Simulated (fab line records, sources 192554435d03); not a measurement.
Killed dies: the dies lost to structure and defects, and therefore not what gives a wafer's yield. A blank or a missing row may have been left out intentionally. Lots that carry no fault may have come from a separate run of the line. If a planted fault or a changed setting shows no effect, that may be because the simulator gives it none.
fab line records | flow n5Finfet
record lots=6 | wafers=18 | lastDay=17
route steps=1938 shown TV_LITHO@1875 TV_OPEN@1887
lots that met no fault: from a run of the same line without faults
startH: start of the lot's first displayed wafer, in hours after the record's first day | waitH: hours elapsed since this lot's preceding step | " identical to the entry in the row above | L1.1+2: a row that stands for several wafers | - no value, or no start given | * or withheld: withheld | < > ~ a bound
route shown NAME@n: a module of which the file shows steps, and the number in the route of the first | usual: mean and standard deviation over wafers with no fault | same: alike in all rows | chamber/n: place in a boat | sites: readings site by site | _std_site: how widely they spread, as a standard deviation | _edge_site: outer sites' mean less inner sites' | radiusMm: for every site, how far away it sits from the centre of the wafer | mask NAME#n: copy n | behind: tool/chamber where the wafer was last shaped | hold: why the lot was held/for how many hours/how that ended | device: whichever transistor did not switch (one of n, p or np) | end of line: at the end of the route, the tests of the same wafers | step lacking rows: just its recipe | killed: dies lost to structure and defects at the first sort, not the wafer's yield | map: the dies of a wafer, with x for killed, . for not killed, _ for no die there
set.NAME: the setting as run; set.NAME@STEP: as run at that earlier step | model.NAME: the simulator's own value behind a step, which no gauge read
lots at selected steps of the route; one table per step, one row per wafer
services: from which hour (startH, from the record's first day; less than 0 if before it) a tool's chamber was out of use, for how many hours, and why
## steps
# step N5_PASSIVATION_HMDS_03
# recipe timeS=60 | tempC=120
# step N5_PASSIVATION_COAT_04
# recipe spinRpm=* | resistThkNm=*
# step N5_PASSIVATION_EBR_06
# recipe solvent=PGMEA | ebrWidthMm=1.5
# step N5_PASSIVATION_SOFTBAKE_05
# recipe tempC=100 | timeS=90
# step N5_PASSIVATION_EXPOSE_07
# recipe maskId=TV | na=0.55 | sourceShape=conventional | sigmaOuter=0.8 | polarization=unpolarized | defocusNm=0 | targetCdNm=3000 | doseMj=22.75
# step N5_PASSIVATION_PEB_08
# recipe pebTempC=withheld | pebTimeS=*
# step N5_PASSIVATION_DEVELOP_09
# recipe developTimeS=60 | rinseLiquid=diw | dry=airSpin | devTempC=21
# step N5_PASSIVATION_HARDBAKE_11
# recipe tempC=130 | timeS=120
# step N5_PASSIVATION_CD_MEAS_10
# recipe targetCdNm=3000 | landingEnergyEv=500 | detector=seInlens
# usual cdNm=2999.6/2.2
lot.wafer | tool     | chamber | startH | waitH | cdNm
L147.1    | cdSem-02 | 0       | 296.63 | -     | 3001.7
L147.3    | "        | 0       | "      | "     | 3003.0
L147.6    | "        | 0       | "      | "     | 3001.3
L152.3    | cdSem-03 | 0       | 346.98 | -     | 2997.1
L152.4    | "        | 0       | "      | "     | 2996.9
L152.6    | "        | 0       | "      | "     | 2997.4
L158.1    | cdSem-02 | 0       | 375.10 | -     | 2999.6
L158.3    | "        | 0       | "      | "     | 3003.7
L158.6    | "        | 0       | "      | "     | 3003.6
L156.1    | cdSem-02 | 0       | 378.78 | -     | 3000.9
L156.4    | "        | 0       | "      | "     | 3000.3
L156.5    | "        | 0       | "      | "     | 3001.8
L159.2    | cdSem-03 | 0       | 384.94 | -     | 3000.2
L159.3    | "        | 0       | "      | "     | 2997.5
L159.5    | "        | 0       | "      | "     | 2998.6
L161.3    | cdSem-02 | 0       | 397.43 | -     | 2999.8
L161.4    | "        | 0       | "      | "     | 3000.1
L161.6    | "        | 0       | "      | "     | 2999.8
# step N5_PASSIVATION_OVL_MEAS_60
# recipe pointsPerWafer=44
# usual TV_OVL=3/6.4
lot.wafer | tool       | chamber | startH | waitH | TV_OVL[nm]
L147.1    | overlay-02 | 0       | 296.66 | 0.0   | 2
L147.3    | "          | 0       | "      | "     | -5
L147.6    | "          | 0       | "      | "     | 0
L152.3    | overlay-01 | 0       | 347.01 | 0.0   | 5
L152.4    | "          | 0       | "      | "     | 1
L152.6    | "          | 0       | "      | "     | -11
L158.1    | overlay-02 | 0       | 375.13 | 0.0   | 13
L158.3    | "          | 0       | "      | "     | 12
L158.6    | "          | 0       | "      | "     | 4
L156.1    | overlay-02 | 0       | 378.81 | 0.0   | 5
L156.4    | "          | 0       | "      | "     | 0
L156.5    | "          | 0       | "      | "     | 3
L159.2    | overlay-02 | 0       | 384.97 | 0.0   | -10
L159.3    | "          | 0       | "      | "     | 6
L159.5    | "          | 0       | "      | "     | 4
L161.3    | overlay-01 | 0       | 397.45 | 0.0   | 4
L161.4    | "          | 0       | "      | "     | -2
L161.6    | "          | 0       | "      | "     | 0
# step N5_PASSIVATION_INSPECT_61
# recipe mode=adi | inspectInstrument=macro
# usual rawDefectCount=1.9/1.4
lot.wafer | tool             | chamber | startH | waitH | rawDefectCount
L147.1    | defectInspect-02 | -       | 296.68 | 0.0   | 1
L147.3    | "                | -       | "      | "     | 2
L147.6    | "                | -       | "      | "     | 1
L152.3    | defectInspect-02 | -       | 347.04 | 0.0   | 3
L152.4    | "                | -       | "      | "     | 1
L152.6    | "                | -       | "      | "     | 0
L158.1    | defectInspect-02 | -       | 375.16 | 0.0   | 1
L158.3    | "                | -       | "      | "     | 3
L158.6    | "                | -       | "      | "     | 2
L156.1    | defectInspect-02 | -       | 378.83 | 0.0   | 0
L156.4    | "                | -       | "      | "     | 4
L156.5    | "                | -       | "      | "     | 1
L159.2    | defectInspect-01 | -       | 385.00 | 0.0   | 1
L159.3    | "                | -       | "      | "     | 3
L159.5    | "                | -       | "      | "     | 3
L161.3    | defectInspect-02 | -       | 397.48 | 0.0   | 3
L161.4    | "                | -       | "      | "     | 2
L161.6    | "                | -       | "      | "     | 4
# step N5_PASSIVATION_DESCUM_12
# recipe chemistry=O2 | timeS=7.9 | sourcePowerW=50 | biasPowerW=20 | pressureMtorr=20 | rfFrequencyHz=2.712e+07 | tempC=40 | o2FlowSccm=225
# usual drypumpMotorCurrentA=5.8/0.42 | oesProductAu=0.76/0.088 | rfVppV=243.2/1.6 | showerheadPlenumPTorr=2.09/0.076 | throttleValvePct=20.52/0.25
lot.wafer | tool       | chamber | startH | waitH | drypumpMotorCurrentA | oesProductAu | rfHoursCounterH | rfVppV | showerheadPlenumPTorr | throttleValvePct
L147.1    | rieDiel-02 | 1       | 296.73 | 0.0   | 6.2                  | 0.70         | 222             | 243.8  | 2.16                  | 20.51
L147.3    | "          | 2       | "      | "     | 5.0                  | 0.72         | 220             | 241.7  | 2.05                  | 20.27
L147.6    | "          | 2       | "      | "     | 5.0                  | 0.72         | -               | 243.9  | 2.05                  | 20.27
L152.3    | rieDiel-01 | 2       | 347.07 | 0.0   | 5.9                  | 0.68         | 235             | 243.3  | 2.13                  | 20.51
L152.4    | "          | 3       | "      | "     | 5.0                  | 0.68         | 244             | 240.8  | 1.99                  | 20.65
L152.6    | "          | 3       | "      | "     | 5.0                  | 0.69         | -               | 240.3  | 2.00                  | 20.66
L158.1    | rieDiel-01 | 2       | 375.19 | 0.0   | 6.0                  | 0.68         | 241             | 245.5  | 2.13                  | 20.53
L158.3    | "          | 0       | "      | "     | 6.0                  | 0.73         | 207             | 242.8  | 2.01                  | 20.85
L158.6    | "          | 0       | "      | "     | 6.0                  | 0.74         | -               | 242.0  | 2.01                  | 20.87
L156.1    | rieDiel-01 | 0       | 378.87 | 0.0   | 6.0                  | 0.72         | 208             | 242.1  | 2.01                  | 20.86
L156.4    | "          | 2       | "      | "     | 6.0                  | 0.67         | -               | 245.1  | 2.13                  | 20.56
L156.5    | "          | 0       | "      | "     | 6.1                  | 0.73         | -               | 241.4  | 2.01                  | 20.87
L159.2    | rieDiel-05 | 2       | 385.07 | 0.1   | 5.6                  | 0.90         | 15              | 243.6  | 2.13                  | 20.00
L159.3    | "          | 3       | "      | "     | 5.6                  | 0.89         | 26              | 244.1  | 2.15                  | 20.25
L159.5    | "          | 0       | "      | "     | 5.9                  | 0.78         | -               | 245.2  | 2.17                  | 20.49
L161.3    | rieDiel-02 | 3       | 398.10 | 0.6   | 5.9                  | 0.93         | 11              | 245.2  | 2.24                  | 20.35
L161.4    | "          | 0       | "      | "     | 5.7                  | 0.70         | -               | 242.3  | 2.07                  | 20.39
L161.6    | "          | 3       | "      | "     | 5.9                  | 0.94         | -               | 246.0  | 2.24                  | 20.36
# step N5_PASSIVATION_PASS_ETCH_74
# recipe chemistry=CF4/O2 | target=SiNx | targetDepthA=2200 | timeS=110 | ionEnergyEv=100 | pressureMtorr=40 | sourceW=535 | biasW=49 | Ar_flow_sccm=100 | cf4FlowSccm=100 | O2_flow_sccm=10
# usual biasW=49.00/0.14 | drypumpMotorCurrentA=5.8/0.43 | oesProductAu=0.76/0.085 | rfVppV=242/5.1 | showerheadPlenumPTorr=2.20/0.08 | throttleValvePct=16.08/0.23
lot.wafer | tool       | chamber | startH | waitH | biasW | drypumpMotorCurrentA | oesProductAu | rfHoursCounterH | rfVppV | showerheadPlenumPTorr | throttleValvePct | model.etch.depthNm | model.coat_of_PASSIVATION_COAT_04.thkNm | model.TV_OPEN.cdOffsetNm
L147.1    | rieDiel-02 | 1       | 296.79 | 0.0   | 48.85 | 6.2                  | 0.70         | 222             | 240    | 2.27                  | 16.12            | 219.8              | *                                       | 0.2
L147.3    | "          | 2       | "      | "     | 49.10 | 5.0                  | 0.72         | 220             | 241    | 2.17                  | 15.96            | 221.5              | *                                       | -0.2
L147.6    | "          | 2       | "      | "     | 49.14 | 5.0                  | 0.71         | -               | 242    | 2.17                  | 15.97            | 219.5              | *                                       | 0
L152.3    | rieDiel-01 | 2       | 347.13 | 0.0   | 48.88 | 6.0                  | 0.68         | 235             | 251    | 2.27                  | 16.31            | 211.7              | *                                       | 0.6
L152.4    | "          | 3       | "      | "     | 49.00 | 5.0                  | 0.68         | 244             | 240    | 2.10                  | 16.14            | 220.3              | *                                       | 0.4
L152.6    | "          | 3       | "      | "     | 49.05 | 5.0                  | 0.68         | -               | 241    | 2.10                  | 16.13            | 218.1              | *                                       | 0.4
L158.1    | rieDiel-01 | 2       | 375.26 | 0.0   | 48.96 | 6.0                  | 0.95         | 241             | 250    | 2.26                  | 16.40            | 350.2              | *                                       | -5.6
L158.3    | "          | 0       | "      | "     | 49.00 | 6.0                  | 0.73         | 207             | 239    | 2.10                  | 16.31            | 215.1              | *                                       | 0.2
L158.6    | "          | 0       | "      | "     | 49.16 | 6.0                  | 1.02         | -               | 239    | 2.10                  | 16.40            | 356.9              | *                                       | -6.4
L156.1    | rieDiel-01 | 0       | 378.93 | 0.0   | 48.88 | 6.0                  | 1.04         | 208             | 241    | 2.10                  | 16.41            | 367.2              | *                                       | -6.4
L156.4    | "          | 2       | "      | "     | 48.79 | 6.0                  | 0.95         | -               | 250    | 2.26                  | 16.42            | 351.5              | *                                       | -5.6
L156.5    | "          | 0       | "      | "     | 48.85 | 6.0                  | 0.73         | -               | 239    | 2.10                  | 16.31            | 218.8              | *                                       | -0.2
L159.2    | rieDiel-05 | 2       | 385.13 | 0.0   | 48.73 | 5.6                  | 0.89         | 15              | 233    | 2.25                  | 15.65            | 213.8              | *                                       | 0.2
L159.3    | "          | 3       | "      | "     | 49.00 | 5.6                  | 0.88         | 26              | 242    | 2.24                  | 15.65            | 219.5              | *                                       | 0
L159.5    | "          | 0       | "      | "     | 48.98 | 5.8                  | 0.78         | -               | 252    | 2.29                  | 16.10            | 219.2              | *                                       | 0.6
L161.3    | rieDiel-02 | 3       | 398.16 | 0.0   | 49.02 | 5.9                  | 0.93         | 11              | 244    | 2.34                  | 15.77            | 219.5              | *                                       | -0.2
L161.4    | "          | 0       | "      | "     | 49.11 | 5.7                  | 0.70         | -               | 240    | 2.19                  | 16.07            | 227.5              | *                                       | -0.2
L161.6    | "          | 3       | "      | "     | 49.08 | 5.9                  | 0.93         | -               | 243    | 2.34                  | 15.74            | 218.4              | *                                       | 0
# step N5_PASSIVATION_VIA_ETCH_13
# recipe chemistry=CHF3/O2 | target=SiO2 | targetDepthA=6600 | CHF3_flow_sccm=50 | O2_flow_sccm=5 | Ar_flow_sccm=200 | timeS=330 | maskMaterial=PR | pressureMtorr=30 | sourceW=650 | biasW=170 | ionEnergyEv=200 | ends=cleared
# usual biasW=169.9/0.49 | drypumpMotorCurrentA=5.8/0.42 | etchRfOnTimeS=239/4.7 | oesProductAu=0.68/0.077 | rfVppV=527/11 | showerheadPlenumPTorr=2.41/0.09 | throttleValvePct=18.97/0.22
lot.wafer | tool       | chamber | startH | waitH | biasW | drypumpMotorCurrentA | etchRfOnTimeS | oesProductAu | rfHoursCounterH | rfVppV | showerheadPlenumPTorr | throttleValvePct | model.coat_of_PASSIVATION_COAT_04.thkNm
L147.1    | rieDiel-02 | 1       | 296.88 | 0.0   | 169.6 | 6.2                  | 235           | 0.63         | 223             | 523    | 2.48                  | 18.97            | *
L147.3    | "          | 2       | "      | "     | 169.5 | 5.0                  | 237           | 0.64         | 220             | 528    | 2.37                  | 18.80            | *
L147.6    | "          | 2       | "      | "     | 169.3 | 4.9                  | 242           | 0.64         | -               | 525    | 2.38                  | 18.81            | *
L152.3    | rieDiel-01 | 2       | 347.23 | 0.0   | 170.0 | 6.0                  | 238           | 0.63         | 235             | 543    | 2.48                  | 19.19            | *
L152.4    | "          | 3       | "      | "     | 170.2 | 5.0                  | 236           | 0.62         | 244             | 526    | 2.29                  | 19.01            | *
L152.6    | "          | 3       | "      | "     | 170.0 | 5.0                  | 234           | 0.62         | -               | 524    | 2.29                  | 19.01            | *
L158.1    | rieDiel-01 | 2       | 375.35 | 0.0   | 169.5 | 6.0                  | 243           | 0.61         | 241             | 543    | 2.48                  | 19.18            | *
L158.3    | "          | 0       | "      | "     | 170.4 | 6.0                  | 240           | 0.66         | 207             | 522    | 2.29                  | 19.14            | *
L158.6    | "          | 0       | "      | "     | 169.2 | 6.0                  | 239           | 0.66         | -               | 522    | 2.29                  | 19.17            | *
L156.1    | rieDiel-01 | 0       | 379.02 | 0.0   | 170.2 | 6.0                  | 236           | 0.66         | 209             | 520    | 2.29                  | 19.16            | *
L156.4    | "          | 2       | "      | "     | 171.0 | 5.9                  | 239           | 0.62         | -               | 542    | 2.48                  | 19.18            | *
L156.5    | "          | 0       | "      | "     | 169.1 | 6.0                  | 234           | 0.66         | -               | 519    | 2.29                  | 19.15            | *
L159.2    | rieDiel-05 | 2       | 385.22 | 0.0   | 169.9 | 5.6                  | 242           | 0.81         | 15              | 507    | 2.47                  | 18.62            | *
L159.3    | "          | 3       | "      | "     | 169.7 | 5.6                  | 238           | 0.80         | 26              | 529    | 2.47                  | 18.69            | *
L159.5    | "          | 0       | "      | "     | 170.0 | 5.9                  | 235           | 0.71         | -               | 545    | 2.51                  | 18.99            | *
L161.3    | rieDiel-02 | 3       | 398.25 | 0.0   | 170.3 | 5.9                  | 239           | 0.83         | 11              | 530    | 2.56                  | 18.66            | *
L161.4    | "          | 0       | "      | "     | 169.3 | 5.7                  | 233           | 0.62         | -               | 521    | 2.38                  | 18.88            | *
L161.6    | "          | 3       | "      | "     | 169.8 | 5.9                  | 236           | 0.85         | -               | 531    | 2.56                  | 18.64            | *
# step N5_PASSIVATION_STRIP_14
# recipe chemistry=O2 | powerW=600 | tempC=60 | pressureMtorr=30 | rfFrequencyHz=6e+07 | biasPowerW=0 | overashFraction=0.5 | o2FlowSccm=225
# usual drypumpMotorCurrentA=5.8/0.42 | oesProductAu=0.76/0.088 | rfVppV=3.6/0.99 | showerheadPlenumPTorr=2.10/0.076 | throttleValvePct=16.77/0.24
lot.wafer | tool       | chamber | startH | waitH | drypumpMotorCurrentA | oesProductAu | rfHoursCounterH | rfVppV | showerheadPlenumPTorr | throttleValvePct
L147.1    | rieDiel-02 | 1       | 297.08 | 0.1   | 6.1                  | 0.70         | 223             | 4.0    | 2.16                  | 16.75
L147.3    | "          | 2       | "      | "     | 4.9                  | 0.72         | 220             | 3.3    | 2.06                  | 16.57
L147.6    | "          | 2       | "      | "     | 5.0                  | 0.71         | -               | 3.3    | 2.06                  | 16.59
L152.3    | rieDiel-01 | 2       | 347.42 | 0.1   | 5.9                  | 0.69         | 235             | 2.3    | 2.13                  | 16.82
L152.4    | "          | 3       | "      | "     | 5.0                  | 0.70         | 244             | 1.7    | 2.00                  | 16.91
L152.6    | "          | 3       | "      | "     | 5.0                  | 0.70         | -               | 5.5    | 2.00                  | 16.90
L158.1    | rieDiel-01 | 2       | 375.55 | 0.1   | 5.9                  | 0.68         | 241             | 3.6    | 2.13                  | 16.86
L158.3    | "          | 0       | "      | "     | 6.0                  | 0.72         | 207             | 3.1    | 2.01                  | 17.09
L158.6    | "          | 0       | "      | "     | 6.1                  | 0.73         | -               | 2.8    | 2.01                  | 17.09
L156.1    | rieDiel-01 | 0       | 379.22 | 0.1   | 6.0                  | 0.72         | 209             | 4.5    | 2.01                  | 17.09
L156.4    | "          | 2       | "      | "     | 6.0                  | 0.68         | -               | 3.2    | 2.13                  | 16.87
L156.5    | "          | 0       | "      | "     | 6.0                  | 0.73         | -               | 3.7    | 2.01                  | 17.11
L159.2    | rieDiel-05 | 2       | 385.42 | 0.1   | 5.7                  | 0.90         | 15              | 3.1    | 2.14                  | 16.29
L159.3    | "          | 3       | "      | "     | 5.6                  | 0.89         | 26              | 2.8    | 2.15                  | 16.42
L159.5    | "          | 0       | "      | "     | 5.9                  | 0.78         | -               | 3.9    | 2.18                  | 16.72
L161.3    | rieDiel-02 | 3       | 398.45 | 0.1   | 5.9                  | 0.93         | 11              | 2.5    | 2.25                  | 16.52
L161.4    | "          | 0       | "      | "     | 5.7                  | 0.69         | -               | 3.4    | 2.07                  | 16.68
L161.6    | "          | 3       | "      | "     | 5.9                  | 0.94         | -               | 2.2    | 2.24                  | 16.52
# step N5_PASSIVATION_ETCH_15
# recipe chemistry=CF4/N2 | target=SiCN | targetDepthA=750 | taperDeg=2 | timeS=81.2 | ionEnergyEv=150 | maskMaterial=SiNx | pressureMtorr=40 | sourceW=430 | biasW=70 | Ar_flow_sccm=100 | cf4FlowSccm=60 | n2FlowSccm=60
# usual biasW=70.00/0.21 | drypumpMotorCurrentA=5.8/0.42 | oesProductAu=0.75/0.085 | rfVppV=382.1/2.2 | showerheadPlenumPTorr=2.20/0.083 | throttleValvePct=15.53/0.23
lot.wafer | tool       | chamber | startH | waitH | biasW | drypumpMotorCurrentA | oesProductAu | rfHoursCounterH | rfVppV | showerheadPlenumPTorr | throttleValvePct | model.TV_OPEN.cdOffsetNm
L147.1    | rieDiel-02 | 1       | -      | -     | 70.46 | 6.2                  | 0.70         | 223             | 383.7  | 2.27                  | 15.55            | 1.6
L147.3    | "          | 2       | "      | "     | 70.16 | 5.0                  | 0.70         | 220             | 379.3  | 2.17                  | 15.39            | 0.8
L147.6    | "          | 2       | "      | "     | 70.26 | 5.0                  | 0.70         | -               | 382.2  | 2.17                  | 15.42            | 0.8
L152.3    | rieDiel-01 | 2       | -      | -     | 70.63 | 5.9                  | 0.69         | 235             | 384.1  | 2.27                  | 15.79            | 3.2
L152.4    | "          | 3       | "      | "     | 70.18 | 5.0                  | 0.68         | 244             | 380.2  | 2.10                  | 15.59            | 2
L152.6    | "          | 3       | "      | "     | 70.12 | 5.0                  | 0.68         | -               | 380.0  | 2.09                  | 15.58            | 2.2
L158.1    | rieDiel-01 | 2       | -      | -     | 69.96 | 6.0                  | 0.69         | 241             | 381.6  | 2.27                  | 15.80            | -3.2
L158.3    | "          | 0       | "      | "     | 70.01 | 6.0                  | 0.73         | 207             | 378.8  | 2.10                  | 15.74            | 1.6
L158.6    | "          | 0       | "      | "     | 69.93 | 6.0                  | 0.73         | -               | 379.8  | 2.10                  | 15.74            | -4.6
L156.1    | rieDiel-01 | 0       | -      | -     | 69.92 | 6.0                  | 0.72         | 209             | 379.2  | 2.10                  | 15.75            | -4.8
L156.4    | "          | 2       | "      | "     | 69.91 | 5.9                  | 0.68         | -               | 384.6  | 2.27                  | 15.80            | -3.2
L156.5    | "          | 0       | "      | "     | 70.06 | 6.0                  | 0.73         | -               | 379.6  | 2.10                  | 15.74            | 1.6
L159.2    | rieDiel-05 | 2       | -      | -     | 69.85 | 5.6                  | 0.89         | 15              | 383.3  | 2.26                  | 15.13            | 1.8
L159.3    | "          | 3       | "      | "     | 69.86 | 5.6                  | 0.88         | 26              | 384.0  | 2.25                  | 15.14            | 2.2
L159.5    | "          | 0       | "      | "     | 70.00 | 5.9                  | 0.79         | -               | 385.1  | 2.30                  | 15.55            | 2.4
L161.3    | rieDiel-02 | 3       | -      | -     | 69.67 | 5.9                  | 0.93         | 11              | 385.3  | 2.35                  | 15.20            | 1.4
L161.4    | "          | 0       | "      | "     | 69.86 | 5.7                  | 0.69         | -               | 380.8  | 2.18                  | 15.50            | 2.2
L161.6    | "          | 3       | "      | "     | 70.07 | 5.9                  | 0.93         | -               | 385.7  | 2.35                  | 15.20            | 1.8
# step N5_PASSIVATION_STRIP_73
# recipe chemistry=postEtchResidueRemover | timeS=60 | tempC=25 | removerPh=withheld | removerWaterWtPct=withheld | removerFluorideWtPct=withheld
## services
tool       | chamber | startH | hours | kind
rieDiel-05 | 3       | 291.67 | -     | clean
rieDiel-05 | 3       | 291.67 | -     | consumableReplace:focusRing
rieDiel-05 | 3       | 291.67 | 12.5  | scheduledDown
rieDiel-05 | 3       | 291.67 | 12.5  | ventCycle
rieDiel-05 | 2       | 312.84 | -     | clean
rieDiel-02 | 3       | 351.18 | -     | clean
rieDiel-02 | 3       | 351.18 | -     | consumableReplace:focusRing
rieDiel-02 | 3       | 351.18 | -     | consumableReplace:showerhead
rieDiel-02 | 3       | 351.18 | 16.0  | scheduledDown
rieDiel-02 | 3       | 351.18 | 16.0  | ventCycle
rieDiel-05 | 0       | 365.70 | 8.6   | repair
rieDiel-01 | 3       | 374.08 | -     | clean
rieDiel-01 | 3       | 374.08 | -     | consumableReplace:focusRing
rieDiel-01 | 3       | 374.08 | -     | consumableReplace:showerhead
rieDiel-01 | 3       | 374.08 | 19.6  | scheduledDown
rieDiel-01 | 3       | 374.08 | 19.6  | ventCycle
rieDiel-02 | 1       | 388.20 | -     | clean
rieDiel-02 | 1       | 388.20 | -     | consumableReplace:focusRing
rieDiel-02 | 1       | 388.20 | 15.5  | scheduledDown
rieDiel-02 | 1       | 388.20 | 15.5  | ventCycle
rieDiel-01 | 2       | 395.59 | -     | clean
rieDiel-01 | 2       | 395.59 | -     | consumableReplace:focusRing
rieDiel-01 | 2       | 395.59 | 18.0  | scheduledDown
rieDiel-01 | 2       | 395.59 | 18.0  | ventCycle
## key
firstSign step=N5_PASSIVATION_PASS_ETCH_74 | reading=oesProductAu | direction=up | sigmas=2.8 | usual=0.76 | struck=0.99
effect none on later readings
modelEffect step=N5_PASSIVATION_PASS_ETCH_74 | value=etch.depthNm | without=214.8 | struck=356.5
modelEffect step=N5_PASSIVATION_VIA_ETCH_13 | value=coat_of_PASSIVATION_COAT_04.thkNm | without=* | struck=*
modelEffect step=N5_PASSIVATION_ETCH_15 | value=TV_OPEN.cdOffsetNm | without=2.3 | struck=-3.95
metAt N5_PASSIVATION_PASS_ETCH_74
struckWafers L156.1,L156.4,L158.1,L158.6
onsetBetween 347.13 375.26
fault kind=processParameterDrift | tool=rieDiel-01 | chamber=- | onsetH=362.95 | steps=N5_PASSIVATION_PASS_ETCH_74 | channel=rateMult | offset=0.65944 | shape=step | endH=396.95 | scope=struckWafersOnly
